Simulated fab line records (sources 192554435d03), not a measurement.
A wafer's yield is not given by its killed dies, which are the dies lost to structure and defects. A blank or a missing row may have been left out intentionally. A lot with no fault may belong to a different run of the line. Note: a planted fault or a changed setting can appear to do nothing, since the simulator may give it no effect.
fab line records | flow n5Finfet
record: lots: 12 | wafers: 35 | lastDay: 17
route steps=1938 shown HKMG_FIN@464 GATE_CUT@466 PASSIVATION@1936
lots untouched by any fault: they come from a run of this same line in which no faults occurred
startH: start of the lot's first displayed wafer, in hours after the record's first day | waitH: hours from the lot's prior step to this one | " repeats the value in the row above | L1.1+2: one row covering several wafers at once | - no value, or no start was given | * or withheld: withheld | < > ~ a bound
route shown NAME@n: names a module that has steps shown in the file, with the first one's number in the route | usual: mean/standard deviation taken from wafers without a fault | same: alike in all rows | chamber/n: place in a boat | sites: per-site readings | _std_site: the standard deviation of these | _edge_site: outer sites' mean less inner sites' | radiusMm: for every site, how far away it sits from the centre of the wafer | mask NAME#n: copy n | behind: tool/chamber where the wafer was last shaped | hold: the reason the lot was held/the length of the hold in hours/how it ended | device: whichever transistor did not switch (one of n, p or np) | end of line: the route-end tests of the same wafers | where a step has no rows: the recipe by itself | killed: count of dies lost to structure and defects at first sort (not the wafer's yield) | map: dies across one wafer; x = killed, . = not, _ = none there
set.NAME: the run value of the setting; set.NAME@STEP: its run value at that earlier step | model.NAME: the simulator's own value behind a step, which no gauge read
route steps across a sampled set of lots; one table per step, one row per wafer
services: the hour from which a tool's chamber was out of use, counted from the record's first day as startH (under 0 if before that day), plus the number of hours and why
== steps ==
step: N5_HKMG_FIN_INSPECT_28
recipe: inspectInstrument: darkfield | mode: postCmp
usual: rawDefectCount: 44/19
lot.wafer | tool             | chamber | startH | waitH | rawDefectCount
L166.3    | defectInspect-02 | -       | 80.18  | 0.0   | 31
L166.4    | "                | -       | "      | "     | 30
L166.5    | "                | -       | "      | "     | 45
L167.1    | defectInspect-01 | -       | 90.14  | 0.0   | 39
L167.2    | "                | -       | "      | "     | 31
L167.3    | "                | -       | "      | "     | 45
L172.2    | defectInspect-01 | -       | 115.08 | 0.0   | 39
L172.4    | "                | -       | "      | "     | 62
L172.6    | "                | -       | "      | "     | 36
L173.2    | defectInspect-02 | -       | 121.49 | 0.0   | 71
L173.3    | "                | -       | "      | "     | 58
L173.4    | "                | -       | "      | "     | 44
L179.1    | defectInspect-02 | -       | 161.53 | 0.0   | 58
L179.2    | "                | -       | "      | "     | 38
L179.3    | "                | -       | "      | "     | 14
L182.3    | defectInspect-02 | -       | 174.05 | 0.0   | 15
L182.5    | "                | -       | "      | "     | 22
L183.1    | defectInspect-01 | -       | 182.21 | 0.0   | 51
L183.3    | "                | -       | "      | "     | 51
L183.5    | "                | -       | "      | "     | 48
L184.2    | defectInspect-02 | -       | 193.51 | 0.0   | 46
L184.4    | "                | -       | "      | "     | 81
L184.5    | "                | -       | "      | "     | 46
L186.2    | defectInspect-02 | -       | 199.50 | 0.0   | 37
L186.4    | "                | -       | "      | "     | 25
L186.6    | "                | -       | "      | "     | 44
L187.1    | defectInspect-02 | -       | 206.54 | 0.0   | 30
L187.2    | "                | -       | "      | "     | 34
L187.4    | "                | -       | "      | "     | 43
L188.1    | defectInspect-01 | -       | 212.80 | 0.0   | 20
L188.5    | "                | -       | "      | "     | 22
L188.6    | "                | -       | "      | "     | 22
L189.2    | defectInspect-02 | -       | 217.98 | 0.0   | 21
L189.5    | "                | -       | "      | "     | 38
L189.6    | "                | -       | "      | "     | 75
step: N5_GATE_CUT_ETCH_56
recipe: chemistry: Cl2/Ar | target: TiN | targetDepthA: 216 | pressureMtorr: 10 | icpW: 600 | biasW: 60 | Cl2_flow_sccm: 40 | Ar_flow_sccm: 60
usual: drypumpMotorCurrentA: 5.7/0.42 | oesProductAu: 0.81/0.14 | throttleValvePct: 20.99/0.25
lot.wafer | tool        | chamber | startH | waitH | drypumpMotorCurrentA | oesProductAu | rfHoursCounterH | throttleValvePct
L166.3    | rieMetal-02 | 0       | 80.37  | 0.1   | 5.6                  | 0.59         | -               | 21.13
L166.4    | "           | 1       | "      | "     | 4.7                  | 0.67         | -               | 21.27
L166.5    | "           | 0       | "      | "     | 5.6                  | 0.60         | -               | 21.12
L167.1    | rieMetal-01 | 1       | 90.29  | 0.1   | 5.9                  | 0.92         | 8               | 20.86
L167.2    | "           | 0       | "      | "     | 5.6                  | 0.58         | 134             | 21.17
L167.3    | "           | 0       | "      | "     | 5.6                  | 0.59         | -               | 21.16
L172.2    | rieMetal-03 | 0       | 115.23 | 0.1   | 6.0                  | 0.70         | 76              | 21.23
L172.4    | "           | 0       | "      | "     | 6.0                  | 0.70         | -               | 21.24
L172.6    | "           | 0       | "      | "     | 6.0                  | 0.70         | -               | 21.22
L173.2    | rieMetal-02 | 0       | 121.64 | 0.1   | 5.6                  | 0.97         | 1               | 20.84
L173.3    | "           | 1       | "      | "     | 4.7                  | 0.67         | -               | 21.27
L173.4    | "           | 0       | "      | "     | 5.6                  | 0.97         | -               | 20.82
L179.1    | rieMetal-01 | 1       | 161.81 | 0.2   | 5.9                  | 0.87         | 15              | 20.88
L179.2    | "           | 1       | "      | "     | 5.8                  | 0.88         | -               | 20.89
L179.3    | "           | 1       | "      | "     | 5.8                  | 0.88         | -               | 20.88
L182.3    | rieMetal-03 | 1       | 174.24 | 0.1   | 6.0                  | 0.92         | -               | 20.70
L182.5    | "           | 0       | "      | "     | 6.0                  | 0.68         | -               | 21.26
L183.1    | rieMetal-01 | 1       | 182.36 | 0.1   | 5.9                  | 0.88         | 17              | 20.88
L183.3    | "           | 0       | "      | "     | 5.6                  | 1.00         | -               | 20.86
L183.5    | "           | 0       | "      | "     | 5.6                  | 1.00         | -               | 20.86
L184.2    | rieMetal-03 | 0       | 193.66 | 0.1   | 6.0                  | 0.68         | 83              | 21.25
L184.4    | "           | 0       | "      | "     | 6.1                  | 0.68         | -               | 21.25
L184.5    | "           | 0       | "      | "     | 6.0                  | 0.68         | -               | 21.26
L186.2    | rieMetal-03 | 1       | 199.65 | 0.1   | 6.0                  | 0.92         | 11              | 20.68
L186.4    | "           | 0       | "      | "     | 6.1                  | 0.68         | -               | 21.25
L186.6    | "           | 1       | "      | "     | 6.0                  | 0.91         | -               | 20.67
L187.1    | rieMetal-01 | 1       | 206.69 | 0.1   | 5.9                  | 0.85         | 20              | 20.88
L187.2    | "           | 0       | "      | "     | 5.6                  | 0.96         | 4               | 20.84
L187.4    | "           | 1       | "      | "     | 5.8                  | 0.87         | -               | 20.88
L188.1    | rieMetal-03 | 1       | 212.96 | 0.1   | 6.0                  | 0.91         | 12              | 20.66
L188.5    | "           | 0       | "      | "     | 6.0                  | 0.68         | -               | 21.26
L188.6    | "           | 1       | "      | "     | 6.0                  | 0.91         | -               | 20.68
L189.2    | rieMetal-02 | 1       | 218.13 | 0.1   | 4.7                  | 0.64         | 102             | 21.33
L189.5    | "           | 0       | "      | "     | 5.6                  | 0.88         | -               | 20.87
L189.6    | "           | 1       | "      | "     | 4.7                  | 0.65         | -               | 21.31
step: N5_GATE_CUT_ETCH_58
recipe: chemistry: CH3F/O2 | target: SiNx | targetDepthA: 170 | timeS: 128.6 | ionEnergyEv: 50 | pressureMtorr: 30 | sourceW: 415 | biasW: 21 | Ar_flow_sccm: 150 | CH3F_flow_sccm: 30 | O2_flow_sccm: 20
usual: drypumpMotorCurrentA: 5.6/0.37 | oesProductAu: 0.80/0.088 | rfVppV: 99.3/0.84 | showerheadPlenumPTorr: 2.05/0.04 | throttleValvePct: 16.20/0.2
lot.wafer | tool       | chamber | startH | waitH | drypumpMotorCurrentA | oesProductAu | rfHoursCounterH | rfVppV | showerheadPlenumPTorr | throttleValvePct
L166.3    | rieDiel-05 | 2       | 80.51  | 0.0   | 5.7                  | 0.68         | 245             | 99.6   | 2.04                  | 16.40
L166.4    | "          | 1       | "      | "     | 5.6                  | 0.93         | 10              | 98.9   | 2.07                  | 16.16
L166.5    | "          | 0       | "      | "     | 5.0                  | 0.74         | -               | 99.0   | 2.09                  | 16.24
L167.1    | rieDiel-04 | 3       | 90.50  | 0.1   | 6.1                  | 0.85         | 85              | 97.8   | 2.04                  | 15.94
L167.2    | "          | 1       | "      | "     | 4.9                  | 0.77         | 134             | 99.9   | 2.06                  | 15.94
L167.3    | "          | 2       | "      | "     | 6.0                  | 0.70         | 230             | 99.9   | 2.04                  | 16.62
L172.2    | rieDiel-04 | 2       | 115.40 | 0.0   | 6.0                  | 0.68         | 238             | 98.9   | 2.04                  | 16.66
L172.4    | "          | 1       | "      | "     | 5.0                  | 0.78         | 142             | 100.8  | 2.06                  | 15.96
L172.6    | "          | 1       | "      | "     | 5.0                  | 0.77         | -               | 99.3   | 2.06                  | 15.96
L173.2    | rieDiel-04 | 0       | 122.10 | 0.3   | 5.5                  | 0.76         | 152             | 100.4  | 2.08                  | 16.30
L173.3    | "          | 3       | "      | "     | 6.1                  | 0.84         | 94              | 99.7   | 2.04                  | 15.95
L173.4    | "          | 1       | "      | "     | 4.9                  | 0.77         | 145             | 99.9   | 2.06                  | 15.96
L179.1    | rieDiel-05 | 2       | 162.23 | 0.2   | 5.7                  | 0.94         | 16              | 98.9   | 2.03                  | 15.94
L179.2    | "          | 0       | "      | "     | 5.0                  | 0.72         | 207             | 100.1  | 2.08                  | 16.30
L179.3    | "          | 1       | "      | "     | 5.6                  | 0.88         | 37              | 99.7   | 2.06                  | 16.19
L182.3    | rieDiel-05 | 0       | 174.38 | 0.0   | 5.0                  | 0.72         | 212             | 98.3   | 2.08                  | 16.29
L182.5    | "          | 0       | "      | "     | 5.0                  | 0.72         | -               | 99.6   | 2.08                  | 16.30
L183.1    | rieDiel-05 | 1       | 182.53 | 0.0   | 5.6                  | 0.86         | 45              | 98.6   | 2.06                  | 16.22
L183.3    | "          | 0       | "      | "     | 5.0                  | 0.72         | 214             | 100.4  | 2.08                  | 16.31
L183.5    | "          | 3       | "      | "     | 5.8                  | 0.90         | -               | 100.4  | 2.07                  | 15.79
L184.2    | rieDiel-05 | 2       | 193.83 | 0.0   | 5.7                  | 0.91         | 28              | 99.0   | 2.03                  | 15.96
L184.4    | "          | 1       | "      | "     | 5.6                  | 0.86         | 47              | 100.4  | 2.05                  | 16.21
L184.5    | "          | 1       | "      | "     | 5.6                  | 0.86         | -               | 99.6   | 2.05                  | 16.22
L186.2    | rieDiel-01 | 3       | 199.82 | 0.0   | 6.2                  | 0.92         | 10              | 98.1   | 1.98                  | 15.99
L186.4    | "          | 0       | "      | "     | 5.6                  | 0.68         | 246             | 99.9   | 1.97                  | 16.50
L186.6    | "          | 2       | "      | "     | 5.8                  | 0.87         | -               | 99.8   | 1.96                  | 16.45
L187.1    | rieDiel-05 | 3       | 207.30 | 0.5   | 5.8                  | 0.89         | 11              | 98.9   | 2.07                  | 15.82
L187.2    | "          | 0       | "      | "     | 5.0                  | 0.71         | 221             | 98.4   | 2.07                  | 16.32
L187.4    | "          | 1       | "      | "     | 5.6                  | 0.86         | 52              | 100.4  | 2.05                  | 16.22
L188.1    | rieDiel-04 | 0       | 213.22 | 0.1   | 5.4                  | 0.73         | 183             | 98.7   | 2.07                  | 16.35
L188.5    | "          | 0       | "      | "     | 5.4                  | 0.72         | -               | 98.0   | 2.07                  | 16.36
L188.6    | "          | 2       | "      | "     | 6.0                  | 0.96         | -               | 100.2  | 2.04                  | 16.26
L189.2    | rieDiel-05 | 3       | 218.31 | 0.0   | 5.8                  | 0.87         | 16              | 99.7   | 2.07                  | 15.82
L189.5    | "          | 2       | "      | "     | 5.7                  | 0.88         | -               | 99.7   | 2.02                  | 15.97
L189.6    | "          | 3       | "      | "     | 5.8                  | 0.87         | -               | 99.9   | 2.07                  | 15.83
step: N5_GATE_CUT_COAT_34
recipe: resist: SOC | tempC: 250 | timeS: 60 | spinRpm: 1500 | resistThkNm: 60
usual: spinSpeedRpm: 1500.0/1.1
lot.wafer | tool          | chamber | startH | waitH | spinSpeedRpm
L166.3    | lithoTrack-05 | 0       | 83.49  | 0.0   | 1499.4
L166.4    | "             | 0       | "      | "     | 1499.7
L166.5    | "             | 0       | "      | "     | 1499.9
L167.1    | lithoTrack-03 | 0       | 93.50  | 0.0   | 1501.3
L167.2    | "             | 0       | "      | "     | 1498.3
L167.3    | "             | 0       | "      | "     | 1497.6
L172.2    | lithoTrack-02 | 0       | 118.45 | 0.0   | 1392.1
L172.4    | "             | 0       | "      | "     | 1392.9
L172.6    | "             | 0       | "      | "     | 1392.7
L173.2    | lithoTrack-02 | 0       | 125.09 | 0.0   | 1390.9
L173.3    | "             | 0       | "      | "     | 1392.5
L173.4    | "             | 0       | "      | "     | 1392.8
L179.1    | lithoTrack-03 | 0       | 165.22 | 0.0   | 1499.8
L179.2    | "             | 0       | "      | "     | 1500.2
L179.3    | "             | 0       | "      | "     | 1500.9
L182.3    | lithoTrack-05 | 0       | 177.37 | 0.0   | 1499.3
L182.5    | "             | 0       | "      | "     | 1500.9
L183.1    | lithoTrack-05 | 0       | 185.52 | 0.0   | 1499.7
L183.3    | "             | 0       | "      | "     | 1499.7
L183.5    | "             | 0       | "      | "     | 1500.4
L184.2    | lithoTrack-02 | 0       | 196.83 | 0.0   | 1500.4
L184.4    | "             | 0       | "      | "     | 1502.4
L184.5    | "             | 0       | "      | "     | 1501.0
L186.2    | lithoTrack-05 | 0       | 202.82 | 0.0   | 1500.8
L186.4    | "             | 0       | "      | "     | 1500.1
L186.6    | "             | 0       | "      | "     | 1500.1
L187.1    | lithoTrack-05 | 0       | 210.41 | 0.0   | 1499.4
L187.2    | "             | 0       | "      | "     | 1500.3
L187.4    | "             | 0       | "      | "     | 1498.9
L188.1    | lithoTrack-05 | 0       | 217.09 | 0.0   | 1499.2
L188.5    | "             | 0       | "      | "     | 1499.9
L188.6    | "             | 0       | "      | "     | 1499.2
L189.2    | lithoTrack-03 | 0       | 221.42 | 0.0   | 1500.7
L189.5    | "             | 0       | "      | "     | 1503.9
L189.6    | "             | 0       | "      | "     | 1499.6
step: N5_PASSIVATION_PROBE_49
usual: killed_at_M0_to_M3: 34/8.9 | killed_at_M4_up: 13/4.6 | killedAtContacts: 12/5.5 | killedAtFrontEnd: 41/11 | killedAtOther: 3.1/2.9 | killedDies: 102/16 | killedOnRim: 13/4.2 | killedOpen: 66/11 | killedShort: 34/7.6
same: grossDies: 1180 | killedAtBackSide: 0
lot.wafer | tool      | chamber | startH | waitH | killed_at_M0_to_M3 | killed_at_M4_up | killedAtContacts | killedAtFrontEnd | killedAtOther | killedDies | killedOnRim | killedOpen | killedShort
L166.3    | prober-02 | -       | 264.56 | 0.1   | 32                 | 9               | 6                | 41               | 0             | 88         | 6           | 59         | 26
L166.4    | prober-02 | -       | 264.61 | 0.2   | 50                 | 6               | 4                | 56               | 8             | 124        | 24          | 74         | 50
L166.5    | prober-02 | -       | 264.66 | 0.2   | 35                 | 6               | 25               | 41               | 7             | 114        | 9           | 69         | 45
L167.1    | prober-01 | -       | 276.02 | 0.0   | 30                 | 15              | 9                | 48               | 2             | 104        | 7           | 72         | 30
L167.2    | prober-01 | -       | 276.07 | 0.1   | 39                 | 8               | 9                | 67               | 3             | 126        | 14          | 77         | 44
L167.3    | prober-01 | -       | 276.12 | 0.1   | 26                 | 8               | 9                | 50               | 2             | 95         | 14          | 59         | 36
L179.3    | prober-02 | -       | 346.32 | 0.1   | 63                 | 13              | 5                | 20               | 4             | 105        | 10          | 62         | 39
L183.1    | prober-01 | -       | 374.09 | 0.0   | 33                 | 17              | 10               | 53               | 5             | 118        | 14          | 73         | 44
L183.3    | prober-01 | -       | 374.19 | 0.1   | 32                 | 21              | 4                | 58               | 4             | 119        | 16          | 79         | 40
L183.5    | prober-01 | -       | 374.29 | 0.2   | 32                 | 13              | 15               | 31               | 2             | 93         | 11          | 62         | 31
killed by level:class
L166.3 BEOL_M3:geometricParticle:open=14 FIN_SAQP:geometricParticle:open=10 FIN_SAQP:geometricParticle:short=6 BEOL_M1:geometricParticle:open=6 MOL_CONTACT_COAG:geometricParticle:open=5 GATE_CUT:geometricParticle:short=4 BEOL_M2:geometricParticle:open=4 STI_FIN_REVEAL:geometricParticle:open=3
L166.4 BEOL_M0_SAQP:geometricParticle:open=17 BEOL_M0_SAQP:geometricParticle:short=11 FIN_SAQP:geometricParticle:short=9 FIN_SAQP:geometricParticle:open=9 GATE_CUT:geometricParticle:short=8 BEOL_M1:geometricParticle:open=6 STI_FIN_REVEAL:geometricParticle:open=5 DUMMY_GATE:geometricParticle:open=5
L166.5 MOL_CONTACT_COAG:geometricParticle:open=19 BEOL_M2:geometricParticle:open=9 FIN_SAQP:geometricParticle:open=8 BEOL_M0_SAQP:geometricParticle:short=8 BEOL_M3:geometricParticle:open=8 GATE_CUT:geometricParticle:short=6 GATE_CUT:geometricParticle:open=6 MOL_CONTACT_COAG:geometricParticle:short=6
L167.1 STI_FIN_REVEAL:geometricParticle:open=22 BEOL_M0_SAQP:geometricParticle:short=9 FIN_SAQP:geometricParticle:open=6 MOL_CONTACT_COAG:geometricParticle:open=6 BEOL_M2:geometricParticle:open=6 FIN_SAQP:geometricParticle:short=4 DUMMY_GATE:geometricParticle:open=4 BEOL_M0_SAQP:geometricParticle:open=4
L167.2 BEOL_M0_SAQP:geometricParticle:open=17 FIN_SAQP:geometricParticle:open=15 STI_FIN_REVEAL:geometricParticle:open=13 FIN_SAQP:geometricParticle:short=12 MOL_CONTACT_COAG:geometricParticle:open=8 BEOL_M0_SAQP:geometricParticle:short=8 DUMMY_GATE:geometricParticle:open=5 BEOL_M1:geometricParticle:open=5
L167.3 STI_FIN_REVEAL:geometricParticle:open=16 FIN_SAQP:geometricParticle:short=14 MOL_CONTACT_COAG:geometricParticle:open=8 DUMMY_GATE:geometricParticle:open=6 BEOL_M0_SAQP:geometricParticle:short=6 BEOL_M0_SAQP:geometricParticle:open=5 STARTING-WAFER:geometricParticle:short=5 BEOL_M1:geometricParticle:open=4
L179.3 BEOL_M0_SAQP:geometricParticle:open=18 BEOL_M0_SAQP:geometricParticle:short=15 BEOL_M1:geometricParticle:open=7 BEOL_M2:geometricParticle:open=6 BEOL_M3:geometricParticle:open=6 STI_FIN_REVEAL:geometricParticle:open=5 BEOL_M1:geometricParticle:short=5 BEOL_M4:geometricParticle:open=4
L183.1 FIN_SAQP:geometricParticle:short=14 STI_FIN_REVEAL:geometricParticle:open=12 MOL_CONTACT_COAG:geometricParticle:open=9 FIN_SAQP:geometricParticle:open=8 DUMMY_GATE:geometricParticle:open=7 BEOL_M4:geometricParticle:open=7 BEOL_M0_SAQP:geometricParticle:short=6 BEOL_M0_SAQP:geometricParticle:open=5
L183.3 FIN_SAQP:geometricParticle:short=15 STI_FIN_REVEAL:geometricParticle:open=14 FIN_SAQP:geometricParticle:open=11 BEOL_M0_SAQP:geometricParticle:short=8 BEOL_M0_SAQP:geometricParticle:open=8 BEOL_M1:geometricParticle:open=7 BEOL_M4:geometricParticle:open=6 BEOL_M4:geometricParticle:short=5
L183.5 MOL_CONTACT_COAG:geometricParticle:open=11 GATE_CUT:geometricParticle:short=7 BEOL_M1:geometricParticle:open=7 BEOL_M4:geometricParticle:open=6 DUMMY_GATE:geometricParticle:open=5 BEOL_M0_SAQP:geometricParticle:open=5 BEOL_M2:geometricParticle:open=5 BEOL_M3:geometricParticle:open=5
== services ==
tool          | chamber | startH | hours | kind
rieMetal-03   | 1       | 64.25  | -     | clean
rieMetal-03   | 1       | 64.25  | 21.0  | scheduledDown
rieMetal-03   | 1       | 64.25  | 21.0  | ventCycle
rieMetal-03   | 0       | 78.39  | 6.7   | repair
rieDiel-01    | 2       | 78.79  | 3.0   | repair
rieDiel-05    | 2       | 97.64  | -     | clean
rieDiel-05    | 2       | 97.64  | -     | consumableReplace:focusRing
rieDiel-05    | 2       | 97.64  | 18.7  | scheduledDown
rieDiel-05    | 2       | 97.64  | 18.7  | ventCycle
rieDiel-01    | -       | 100.88 | 0.9   | repair
lithoTrack-05 | -       | 119.88 | -     | consumableReplace:filter
rieDiel-04    | 0       | 135.51 | 2.6   | repair
rieDiel-04    | 2       | 137.67 | 9.0   | repair
rieMetal-03   | -       | 149.00 | 0.4   | repair
rieDiel-05    | 3       | 154.00 | 3.5   | repair
rieDiel-04    | -       | 156.29 | 1.1   | repair
rieDiel-05    | 3       | 157.53 | -     | clean
rieDiel-05    | 3       | 157.53 | -     | consumableReplace:focusRing
rieDiel-05    | 3       | 157.53 | 14.8  | scheduledDown
rieDiel-05    | 3       | 157.53 | 14.8  | ventCycle
rieDiel-04    | 1       | 173.36 | 6.0   | repair
rieDiel-05    | -       | 200.69 | 1.2   | repair
rieDiel-04    | 3       | 204.29 | 12.3  | repair
rieDiel-01    | -       | 205.20 | 14.6  | pm
== key ==
firstSign: step: N5_GATE_CUT_COAT_34 | reading: spinSpeedRpm | direction: down | sigmas: 94 | usual: * | struck: *
effect none on later readings
metAt N5_GATE_CUT_COAT_34
struckLots L172,L173
testerLeftOut L172,L173
notActingAt N5_HKMG_FIN_INSPECT_28,N5_GATE_CUT_ETCH_56,N5_GATE_CUT_ETCH_58
fault: kind: processParameterDrift | tool: lithoTrack-02 | chamber: - | onsetH: 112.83 | steps: N5_GATE_CUT_COAT_34 | channel: spinRpm | offset: * | shape: step | endH: 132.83 | actsIn: * | stated: *
testerLeftOut: of these lots the tester's yield and bins aren't shown, on N5 and GAA mostly nor the transistor test; their killed dies are dies lost to structure and defects alone, not to doping, threshold or leakage, so they don't give the yield
